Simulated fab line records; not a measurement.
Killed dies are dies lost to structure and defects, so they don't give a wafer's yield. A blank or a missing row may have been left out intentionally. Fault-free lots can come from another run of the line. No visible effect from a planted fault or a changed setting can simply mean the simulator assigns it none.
fab line records	flow n5Finfet
[record] lots = 24	wafers = 72	lastDay = 17
route steps=1938 shown BEOL_M12@1641 BEOL_M13@1671
lots untouched by any fault: they come from a run of this same line in which no faults occurred
startH: hours from the record's first day to the start of the lot's first wafer shown	waitH: hours since the lot's step before	" same as the row above	L1.1+2: one row covering several wafers at once	- value missing, or start not given	* or withheld: withheld	< > ~ a bound
route shown NAME@n: names a module that has steps shown in the file, with the first one's number in the route	usual: mean/standard deviation of fault-free wafers	same: alike in all rows	chamber/n: place in a boat	sites: the reading at each site	_std_site: standard deviation across them	_edge_site: mean of outer sites minus mean of inner sites	radiusMm: for every site, how far away it sits from the centre of the wafer	mask NAME#n: copy n	behind: the tool/chamber that last shaped the wafer	hold: why the lot was held/for how many hours/how that ended	device: names the non-switching transistor (n, p or np)	end of line: the same wafers' tests at the end of the route	for a step that has no rows: nothing shown but its recipe	killed: dies that structure and defects cost at the first sort, which is not the same as the wafer's yield	map: per-die view of a wafer (x killed, . not killed, _ where there is no die)
set.NAME: the run value of the setting; set.NAME@STEP: its run value at that earlier step	model.NAME: the simulator's own value behind a step, which no gauge read
one table for each step of the route and one row for each wafer, over a sample of lots
services: the hour from which a tool's chamber was out of use, counted from the record's first day as startH (under 0 if before that day), plus the number of hours and why
[[steps]]
[step N5_BEOL_M12_OCD_MEAS_35]
[usual] trenchDepthNm = 318/6
lot.wafer	tool	chamber	startH	waitH	trenchDepthNm
L075.3	ocd-02	-	221.13	0.0	319
L075.4	"	-	"	"	323
L075.6	"	-	"	"	320
L074.1	ocd-02	-	229.73	0.0	320
L074.2	"	-	"	"	317
L074.4	"	-	"	"	307
L077.4	ocd-02	-	242.58	0.0	308
L077.5	"	-	"	"	323
L077.6	"	-	"	"	318
L076.2	ocd-02	-	244.17	0.0	323
L076.3	"	-	"	"	320
L076.5	"	-	"	"	324
L079.2	ocd-01	-	250.06	0.0	325
L079.3	"	-	"	"	316
L079.6	"	-	"	"	317
L078.1	ocd-01	-	254.39	0.0	330
L078.2	"	-	"	"	324
L078.6	"	-	"	"	324
L080.2	ocd-02	-	257.81	0.0	321
L080.3	"	-	"	"	323
L080.6	"	-	"	"	319
L081.2	ocd-02	-	260.96	0.0	307
L081.5	"	-	"	"	326
L081.6	"	-	"	"	306
L082.1	ocd-02	-	275.31	0.0	317
L082.3	"	-	"	"	326
L082.4	"	-	"	"	315
L083.1	ocd-02	-	275.91	0.0	304
L083.2	"	-	"	"	324
L083.4	"	-	"	"	315
L084.2	ocd-01	-	294.82	0.0	309
L084.3	"	-	"	"	314
L084.6	"	-	"	"	318
L086.2	ocd-02	-	310.09	0.0	303
L086.4	"	-	"	"	315
L086.6	"	-	"	"	321
L087.3	ocd-01	-	310.85	0.0	324
L087.5	"	-	"	"	324
L087.6	"	-	"	"	317
L085.1	ocd-01	-	312.16	0.0	320
L085.3	"	-	"	"	318
L085.4	"	-	"	"	317
L088.1	ocd-01	-	327.24	0.0	306
L088.5	"	-	"	"	315
L088.6	"	-	"	"	323
L089.3	ocd-02	-	327.61	0.0	320
L089.4	"	-	"	"	322
L089.6	"	-	"	"	321
L091.1	ocd-02	-	329.92	0.0	322
L091.2	"	-	"	"	327
L091.6	"	-	"	"	316
L090.2	ocd-02	-	333.37	0.0	312
L090.4	"	-	"	"	307
L090.5	"	-	"	"	325
L093.1	ocd-01	-	336.43	0.0	324
L093.3	"	-	"	"	307
L093.4	"	-	"	"	312
L092.1	ocd-01	-	338.78	0.0	327
L092.4	"	-	"	"	319
L092.6	"	-	"	"	327
L094.2	ocd-02	-	340.84	0.0	320
L094.3	"	-	"	"	319
L094.5	"	-	"	"	318
L095.4	ocd-01	-	362.55	0.0	314
L095.5	"	-	"	"	318
L095.6	"	-	"	"	317
L096.4	ocd-01	-	367.72	0.0	329
L096.5	"	-	"	"	326
L096.6	"	-	"	"	330
L097.1	ocd-01	-	380.11	0.0	320
L097.4	"	-	"	"	318
L097.5	"	-	"	"	327
[step N5_BEOL_M12_ANNEAL_48]
[recipe] tempC = 225	timeS = 90	ambient = N2
[usual] wafer_temp_C_max = 226.0/0.55
lot.wafer	tool	chamber	startH	waitH	wafer_temp_C_max
L075.3	rtpAnneal-01	0	224.83	0.2	225.5
L075.4	"	0	"	"	225.5
L075.6	"	0	"	"	225.5
L074.1	rtpAnneal-01	0	230.71	0.1	225.5
L074.2	"	0	"	"	225.6
L074.4	"	0	"	"	225.6
L077.4	rtpAnneal-02	0	243.66	0.2	226.6
L077.5	"	0	"	"	226.9
L077.6	"	0	"	"	226.5
L076.2	rtpAnneal-01	0	246.74	0.1	225.8
L076.3	"	0	"	"	225.7
L076.5	"	0	"	"	225.3
L079.2	rtpAnneal-02	0	252.46	0.1	226.5
L079.3	"	0	"	"	226.7
L079.6	"	0	"	"	226.5
L078.1	rtpAnneal-02	0	256.79	0.3	225.9
L078.2	"	0	"	"	226.2
L078.6	"	0	"	"	226.2
L080.2	rtpAnneal-01	0	263.10	0.6	225.9
L080.3	"	0	"	"	225.9
L080.6	"	0	"	"	225.6
L081.2	rtpAnneal-01	0	264.20	0.2	225.4
L081.5	"	0	"	"	225.0
L081.6	"	0	"	"	225.4
L082.1	rtpAnneal-01	0	276.86	0.8	225.5
L082.3	"	0	"	"	225.5
L082.4	"	0	"	"	225.3
L083.1	rtpAnneal-02	0	280.88	0.1	226.6
L083.2	"	0	"	"	226.8
L083.4	"	0	"	"	226.0
L084.2	rtpAnneal-01	0	296.32	0.1	225.7
L084.3	"	0	"	"	225.5
L084.6	"	0	"	"	225.4
L086.2	rtpAnneal-02	0	312.45	0.2	225.9
L086.4	"	0	"	"	226.4
L086.6	"	0	"	"	227.0
L087.3	rtpAnneal-02	0	312.76	0.4	226.7
L087.5	"	0	"	"	226.4
L087.6	"	0	"	"	226.6
L085.1	rtpAnneal-01	0	313.07	0.1	225.3
L085.3	"	0	"	"	225.4
L085.4	"	0	"	"	225.6
L088.1	rtpAnneal-01	0	332.63	0.6	225.5
L088.5	"	0	"	"	225.5
L088.6	"	0	"	"	225.6
L089.3	rtpAnneal-01	0	332.99	0.7	225.6
L089.4	"	0	"	"	225.5
L089.6	"	0	"	"	225.5
L091.1	rtpAnneal-02	0	333.17	0.8	226.7
L091.2	"	0	"	"	226.5
L091.6	"	0	"	"	226.4
L090.2	rtpAnneal-02	0	335.67	0.1	226.6
L090.4	"	0	"	"	226.6
L090.5	"	0	"	"	226.6
L093.1	rtpAnneal-02	0	338.38	0.3	226.1
L093.3	"	0	"	"	226.2
L093.4	"	0	"	"	226.8
L094.2	rtpAnneal-02	0	343.88	0.1	226.4
L094.3	"	0	"	"	226.9
L094.5	"	0	"	"	226.7
L092.1	rtpAnneal-01	0	344.71	0.1	225.6
L092.4	"	0	"	"	225.7
L092.6	"	0	"	"	225.7
L095.4	rtpAnneal-01	0	366.09	0.3	225.5
L095.5	"	0	"	"	225.4
L095.6	"	0	"	"	225.2
L096.4	rtpAnneal-02	0	369.58	0.5	225.9
L096.5	"	0	"	"	225.9
L096.6	"	0	"	"	225.9
L097.1	rtpAnneal-02	0	381.14	0.1	226.0
L097.4	"	0	"	"	226.5
L097.5	"	0	"	"	226.2
[step N5_BEOL_M12_INSPECT_55]
[recipe] inspectInstrument = darkfield	mode = postDep
[usual] rawDefectCount = 69/28
lot.wafer	tool	chamber	startH	waitH	rawDefectCount
L075.3	defectInspect-01	-	225.51	0.0	49
L075.4	"	-	"	"	60
L075.6	"	-	"	"	53
L074.1	defectInspect-02	-	231.46	0.0	70
L074.2	"	-	"	"	52
L074.4	"	-	"	"	83
L077.4	defectInspect-01	-	244.29	0.0	211
L077.5	"	-	"	"	161
L077.6	"	-	"	"	67
L076.2	defectInspect-02	-	247.44	0.0	73
L076.3	"	-	"	"	38
L076.5	"	-	"	"	56
L079.2	defectInspect-01	-	253.16	0.0	46
L079.3	"	-	"	"	54
L079.6	"	-	"	"	58
L078.1	defectInspect-02	-	257.83	0.0	69
L078.2	"	-	"	"	101
L078.6	"	-	"	"	76
L080.2	defectInspect-02	-	263.84	0.0	53
L080.3	"	-	"	"	63
L080.6	"	-	"	"	59
L081.2	defectInspect-02	-	264.95	0.0	81
L081.5	"	-	"	"	95
L081.6	"	-	"	"	93
L082.1	defectInspect-02	-	277.60	0.0	48
L082.3	"	-	"	"	65
L082.4	"	-	"	"	72
L083.1	defectInspect-01	-	281.63	0.0	110
L083.2	"	-	"	"	59
L083.4	"	-	"	"	163
L084.2	defectInspect-01	-	297.02	0.0	106
L084.3	"	-	"	"	66
L084.6	"	-	"	"	84
L086.2	defectInspect-02	-	313.15	0.0	56
L086.4	"	-	"	"	47
L086.6	"	-	"	"	62
L087.3	defectInspect-02	-	313.41	0.0	91
L087.5	"	-	"	"	106
L087.6	"	-	"	"	84
L085.1	defectInspect-02	-	313.90	0.0	35
L085.3	"	-	"	"	43
L085.4	"	-	"	"	58
L088.1	defectInspect-02	-	333.37	0.0	37
L088.5	"	-	"	"	82
L088.6	"	-	"	"	71
L089.3	defectInspect-02	-	333.64	0.0	43
L089.4	"	-	"	"	78
L089.6	"	-	"	"	90
L091.1	defectInspect-02	-	333.92	0.0	59
L091.2	"	-	"	"	28
L091.6	"	-	"	"	47
L090.2	defectInspect-02	-	336.36	0.0	49
L090.4	"	-	"	"	65
L090.5	"	-	"	"	81
L093.1	defectInspect-02	-	339.13	0.0	49
L093.3	"	-	"	"	43
L093.4	"	-	"	"	46
L094.2	defectInspect-02	-	344.57	0.0	58
L094.3	"	-	"	"	62
L094.5	"	-	"	"	28
L092.1	defectInspect-02	-	345.45	0.0	79
L092.4	"	-	"	"	57
L092.6	"	-	"	"	64
L095.4	defectInspect-02	-	366.70	0.0	69
L095.5	"	-	"	"	34
L095.6	"	-	"	"	63
L096.4	defectInspect-01	-	370.38	0.0	43
L096.5	"	-	"	"	78
L096.6	"	-	"	"	44
L097.1	defectInspect-02	-	381.88	0.0	121
L097.4	"	-	"	"	55
L097.5	"	-	"	"	141
[step N5_BEOL_M13_INSPECT_12]
[recipe] mode = adi	inspectInstrument = macro
[usual] rawDefectCount = 2.1/1.4
lot.wafer	tool	chamber	startH	waitH	rawDefectCount
L075.3	defectInspect-02	-	226.19	0.0	0
L075.4	"	-	"	"	1
L075.6	"	-	"	"	5
L074.1	defectInspect-01	-	232.13	0.0	2
L074.2	"	-	"	"	1
L074.4	"	-	"	"	1
L077.4	defectInspect-02	-	244.96	0.0	1
L077.5	"	-	"	"	2
L077.6	"	-	"	"	4
L076.2	defectInspect-02	-	247.99	0.0	2
L076.3	"	-	"	"	1
L076.5	"	-	"	"	1
L079.2	defectInspect-01	-	253.83	0.0	2
L079.3	"	-	"	"	3
L079.6	"	-	"	"	1
L078.1	defectInspect-01	-	258.37	0.0	4
L078.2	"	-	"	"	3
L078.6	"	-	"	"	3
L080.2	defectInspect-02	-	264.38	0.0	4
L080.3	"	-	"	"	2
L080.6	"	-	"	"	1
L081.2	defectInspect-02	-	265.49	0.0	1
L081.5	"	-	"	"	0
L081.6	"	-	"	"	1
L082.1	defectInspect-01	-	278.27	0.0	4
L082.3	"	-	"	"	1
L082.4	"	-	"	"	2
L083.1	defectInspect-02	-	282.23	0.0	1
L083.2	"	-	"	"	1
L083.4	"	-	"	"	2
L084.2	defectInspect-01	-	297.70	0.0	3
L084.3	"	-	"	"	0
L084.6	"	-	"	"	2
L086.2	defectInspect-01	-	313.69	0.0	2
L086.4	"	-	"	"	6
L086.6	"	-	"	"	2
L087.3	defectInspect-01	-	313.96	0.0	2
L087.5	"	-	"	"	0
L087.6	"	-	"	"	2
L085.1	defectInspect-01	-	315.38	0.0	2
L085.3	"	-	"	"	1
L085.4	"	-	"	"	1
L088.1	defectInspect-02	-	334.04	0.0	0
L088.5	"	-	"	"	4
L088.6	"	-	"	"	2
L089.3	defectInspect-01	-	334.31	0.0	2
L089.4	"	-	"	"	0
L089.6	"	-	"	"	5
L091.1	defectInspect-02	-	334.59	0.0	0
L091.2	"	-	"	"	3
L091.6	"	-	"	"	1
L090.2	defectInspect-01	-	337.03	0.0	1
L090.4	"	-	"	"	3
L090.5	"	-	"	"	3
L093.1	defectInspect-01	-	339.68	0.0	1
L093.3	"	-	"	"	1
L093.4	"	-	"	"	2
L094.2	defectInspect-01	-	345.12	0.0	3
L094.3	"	-	"	"	6
L094.5	"	-	"	"	2
L092.1	defectInspect-01	-	345.99	0.0	1
L092.4	"	-	"	"	1
L092.6	"	-	"	"	1
L095.4	defectInspect-02	-	367.25	0.0	4
L095.5	"	-	"	"	2
L095.6	"	-	"	"	3
L096.4	defectInspect-01	-	370.92	0.0	3
L096.5	"	-	"	"	2
L096.6	"	-	"	"	4
L097.1	defectInspect-01	-	382.55	0.0	2
L097.4	"	-	"	"	2
L097.5	"	-	"	"	1
[step N5_BEOL_M13_OVL_MEAS_29]
[recipe] pointsPerWafer = 44
[usual] M13_OVL = 0/4.9
lot.wafer	tool	chamber	startH	waitH	M13_OVL[nm]
L075.3	overlay-02	0	227.11	0.0	1
L075.4	"	0	"	"	-3
L075.6	"	0	"	"	5
L074.1	overlay-01	0	233.05	0.0	-5
L074.2	"	0	"	"	-7
L074.4	"	0	"	"	-5
L077.4	overlay-01	0	246.00	0.0	1
L077.5	"	0	"	"	3
L077.6	"	0	"	"	2
L076.2	overlay-02	0	249.38	0.0	3
L076.3	"	0	"	"	10
L076.5	"	0	"	"	8
L079.2	overlay-02	0	254.88	0.0	1
L079.3	"	0	"	"	-3
L079.6	"	0	"	"	7
L078.1	overlay-01	0	259.42	0.0	2
L078.2	"	0	"	"	4
L078.6	"	0	"	"	0
L080.2	overlay-01	0	265.43	0.0	-2
L080.3	"	0	"	"	-2
L080.6	"	0	"	"	-5
L081.2	overlay-01	0	266.41	0.0	7
L081.5	"	0	"	"	9
L081.6	"	0	"	"	3
L082.1	overlay-01	0	279.19	0.0	2
L082.3	"	0	"	"	4
L082.4	"	0	"	"	-1
L083.1	overlay-02	0	283.28	0.0	-5
L083.2	"	0	"	"	-6
L083.4	"	0	"	"	-4
L084.2	overlay-02	0	298.62	0.0	-3
L084.3	"	0	"	"	-6
L084.6	"	0	"	"	-6
L086.2	overlay-01	0	314.75	0.0	2
L086.4	"	0	"	"	6
L086.6	"	0	"	"	0
L087.3	overlay-02	0	314.88	0.0	5
L087.5	"	0	"	"	3
L087.6	"	0	"	"	7
L085.1	overlay-01	0	316.46	0.0	-5
L085.3	"	0	"	"	-3
L085.4	"	0	"	"	-2
L088.1	overlay-01	0	335.11	0.0	7
L088.5	"	0	"	"	3
L088.6	"	0	"	"	6
L089.3	overlay-02	0	335.37	0.0	-5
L089.4	"	0	"	"	4
L089.6	"	0	"	"	4
L091.1	overlay-02	0	335.69	0.0	6
L091.2	"	0	"	"	4
L091.6	"	0	"	"	5
L090.2	overlay-02	0	338.08	0.0	10
L090.4	"	0	"	"	-1
L090.5	"	0	"	"	2
L093.1	overlay-02	0	340.60	0.0	-13
L093.3	"	0	"	"	-1
L093.4	"	0	"	"	-3
L094.2	overlay-02	0	346.34	0.0	-9
L094.3	"	0	"	"	-5
L094.5	"	0	"	"	-10
L092.1	overlay-01	0	346.92	0.0	2
L092.4	"	0	"	"	6
L092.6	"	0	"	"	3
L095.4	overlay-02	0	368.17	0.0	5
L095.5	"	0	"	"	-4
L095.6	"	0	"	"	-3
L096.4	overlay-02	0	371.84	0.0	0
L096.5	"	0	"	"	0
L096.6	"	0	"	"	0
L097.1	overlay-02	0	383.47	0.0	-9
L097.4	"	0	"	"	2
L097.5	"	0	"	"	-4
[step N5_BEOL_M13_ETCH_67]
[recipe] chemistry = CF4	target = SiARC	targetDepthA = 1430	timeS = 238.3	ionEnergyEv = 80	pressureMtorr = 40	sourceW = 545	biasW = 36	Ar_flow_sccm = 100	cf4FlowSccm = 100	ends = cleared
[usual] drypumpMotorCurrentA = 5.5/0.33	etchRfOnTimeS = 238/8	oesProductAu = 0.69/0.092	rfVppV = 184.2/0.9	showerheadPlenumPTorr = 2.15/0.053	throttleValvePct = 15.65/0.26
lot.wafer	tool	chamber	startH	waitH	drypumpMotorCurrentA	etchRfOnTimeS	oesProductAu	rfHoursCounterH	rfVppV	showerheadPlenumPTorr	throttleValvePct
L075.3	rieDiel-02	3	227.21	0.0	5.7	239	0.60	246	183.7	2.10	15.94
L075.4	"	0	"	"	5.8	248	0.72	56	184.6	2.18	15.61
L075.6	"	2	"	"	5.7	240	0.81	-	185.2	2.17	15.10
L074.1	rieDiel-02	2	233.14	0.0	5.6	240	0.81	7	184.5	2.17	15.11
L074.2	"	3	"	"	5.8	239	0.59	248	183.0	2.10	15.93
L074.4	"	1	"	"	5.9	241	0.60	227	184.6	2.13	15.61
L077.4	rieDiel-01	1	246.18	0.1	5.5	248	0.61	-	184.8	2.20	15.71
L077.5	"	3	"	"	5.2	243	0.58	-	182.8	2.10	15.92
L077.6	"	2	"	"	5.9	242	0.60	-	186.2	2.11	16.02
L076.2	rieDiel-06	3	249.47	0.0	4.9	233	0.59	241	182.7	2.06	16.34
L076.3	"	0	"	"	5.3	227	0.63	178	185.0	2.21	15.49
L076.5	"	0	"	"	5.4	229	0.64	-	185.5	2.21	15.50
L079.2	rieDiel-01	1	254.97	0.0	5.5	248	0.61	183	184.5	2.20	15.73
L079.3	"	3	"	"	5.2	243	0.59	250	184.3	2.10	15.95
L079.6	"	2	"	"	5.8	242	0.59	-	184.0	2.11	16.04
L078.1	rieDiel-01	3	259.51	0.0	5.2	245	0.57	251	182.9	2.10	15.94
L078.2	"	2	"	"	5.8	241	0.59	235	184.3	2.11	16.04
L078.6	"	1	"	"	5.5	249	0.61	-	185.6	2.20	15.72
L080.2	rieDiel-01	3	265.52	0.0	5.2	242	0.57	253	183.6	2.10	15.95
L080.3	"	1	"	"	5.5	245	0.62	186	184.0	2.20	15.72
L080.6	"	1	"	"	5.5	247	0.61	-	185.1	2.20	15.72
L081.2	rieDiel-06	3	266.51	0.0	4.9	230	0.59	246	183.5	2.05	16.35
L081.5	"	2	"	"	5.0	225	0.73	-	183.9	2.14	15.44
L081.6	"	0	"	"	5.4	222	0.63	-	185.1	2.21	15.51
L082.1	rieDiel-06	1	279.28	0.0	5.9	236	0.58	242	186.1	2.20	15.95
L082.3	"	0	"	"	5.3	230	0.63	188	184.5	2.21	15.52
L082.4	"	2	"	"	5.0	229	0.72	-	185.2	2.14	15.46
L083.1	rieDiel-02	0	283.37	0.0	5.8	246	0.69	74	183.1	2.18	15.63
L083.2	"	2	"	"	5.7	241	0.77	23	184.0	2.16	15.14
L083.4	"	1	"	"	5.9	241	0.59	243	183.2	2.13	15.64
L084.2	rieDiel-06	1	298.71	0.0	5.9	232	0.58	249	184.4	2.20	15.97
L084.3	"	0	"	"	5.3	225	0.62	196	184.6	2.21	15.51
L084.6	"	0	"	"	5.3	223	0.62	-	186.3	2.21	15.54
L086.2	rieDiel-02	2	315.07	0.0	5.6	238	0.76	34	185.4	2.16	15.16
L086.4	"	3	"	"	5.8	231	0.81	-	183.8	2.09	15.48
L086.6	"	2	"	"	5.6	238	0.76	-	184.2	2.16	15.14
L087.3	rieDiel-01	3	315.46	0.0	5.2	239	0.81	8	184.6	2.10	15.49
L087.5	"	3	"	"	5.2	237	0.81	-	183.9	2.10	15.46
L087.6	"	0	"	"	5.3	235	0.70	-	183.0	2.17	15.88
L085.1	rieDiel-06	0	316.56	0.0	5.4	226	0.62	202	185.8	2.20	15.54
L085.3	"	2	"	"	5.1	229	0.71	106	184.1	2.13	15.48
L085.4	"	3	"	"	4.9	229	0.84	7	186.7	2.31	15.89
L088.1	rieDiel-01	2	335.21	0.0	5.9	243	0.82	3	184.3	2.10	15.60
L088.5	"	1	"	"	5.5	254	0.59	-	183.3	2.19	15.77
L088.6	"	2	"	"	5.9	241	0.84	-	184.5	2.10	15.58
L089.3	rieDiel-06	2	335.59	0.0	5.0	227	0.71	112	183.3	2.13	15.50
L089.4	"	3	"	"	4.9	224	0.83	13	185.6	2.30	15.91
L089.6	"	3	"	"	4.9	227	0.83	-	184.5	2.30	15.89
L091.1	rieDiel-01	1	335.78	0.0	5.5	251	0.59	212	185.1	2.19	15.78
L091.2	"	0	"	"	5.3	236	0.69	76	184.8	2.17	15.88
L091.6	"	3	"	"	5.2	238	0.79	-	182.8	2.09	15.48
L090.2	rieDiel-01	0	338.18	0.0	5.3	236	0.70	77	184.8	2.17	15.91
L090.4	"	3	"	"	5.2	239	0.78	14	183.1	2.09	15.49
L090.5	"	2	"	"	5.9	240	0.82	-	183.4	2.10	15.59
L093.1	rieDiel-01	2	340.69	0.0	5.9	238	0.83	6	182.7	2.10	15.58
L093.3	"	0	"	"	5.3	230	0.70	77	183.9	2.17	15.90
L093.4	"	1	"	"	5.5	251	0.59	213	185.2	2.19	15.77
L094.2	rieDiel-02	2	346.43	0.0	5.6	237	0.74	46	184.5	2.15	15.18
L094.3	"	3	"	"	5.7	233	0.79	16	183.9	2.09	15.47
L094.5	"	0	"	"	5.8	247	0.68	-	185.3	2.17	15.68
L092.1	rieDiel-06	0	347.07	0.0	5.3	224	0.62	212	185.1	2.20	15.56
L092.4	"	2	"	"	5.1	229	0.70	-	185.0	2.13	15.50
L092.6	"	3	"	"	4.9	225	0.82	-	186.0	2.30	15.90
L095.4	rieDiel-02	0	368.46	0.0	5.8	252	0.66	105	185.3	2.17	15.69
L095.5	"	1	"	"	5.9	242	0.77	-	184.0	2.12	15.17
L095.6	"	0	"	"	5.8	251	0.66	-	183.7	2.17	15.68
L096.4	rieDiel-01	1	372.06	0.0	5.5	255	0.58	224	184.2	2.18	15.80
L096.5	"	1	"	"	5.5	254	0.58	-	184.7	2.18	15.81
L096.6	"	2	"	"	5.9	239	0.79	-	183.1	2.10	15.61
L097.1	rieDiel-02	2	383.57	0.0	5.7	239	0.72	59	184.8	2.15	15.19
L097.4	"	3	"	"	5.7	235	0.76	29	182.9	2.08	15.49
L097.5	"	2	"	"	5.6	241	0.72	-	183.9	2.15	15.19
[[services]]
tool	chamber	startH	hours	kind
rieDiel-01	2	220.13	3.2	repair
rieDiel-02	3	236.85	-	clean
rieDiel-02	3	236.85	-	consumableReplace:focusRing
rieDiel-02	3	236.85	19.3	scheduledDown
rieDiel-02	3	236.85	19.3	ventCycle
rieDiel-02	3	266.56	10.3	repair
rtpAnneal-01	-	275.01	1.8	pm
rieDiel-06	3	276.06	-	clean
rieDiel-06	3	276.06	-	consumableReplace:focusRing
rieDiel-06	3	276.06	-	consumableReplace:showerhead
rieDiel-01	3	276.92	-	clean
rieDiel-01	3	276.92	-	consumableReplace:focusRing
rieDiel-01	3	276.92	17.9	scheduledDown
rieDiel-01	3	276.92	17.9	ventCycle
rieDiel-01	2	298.99	-	clean
rieDiel-01	2	298.99	-	consumableReplace:focusRing
rieDiel-01	2	298.99	20.1	scheduledDown
rieDiel-01	2	298.99	20.1	ventCycle
rieDiel-06	1	301.49	-	clean
rieDiel-06	1	301.49	-	consumableReplace:focusRing
rieDiel-02	3	320.24	22.2	repair
rieDiel-01	0	350.91	2.9	repair
rieDiel-06	2	352.76	1.7	repair
rieDiel-02	1	356.52	10.3	repair
[[key]]
fault none
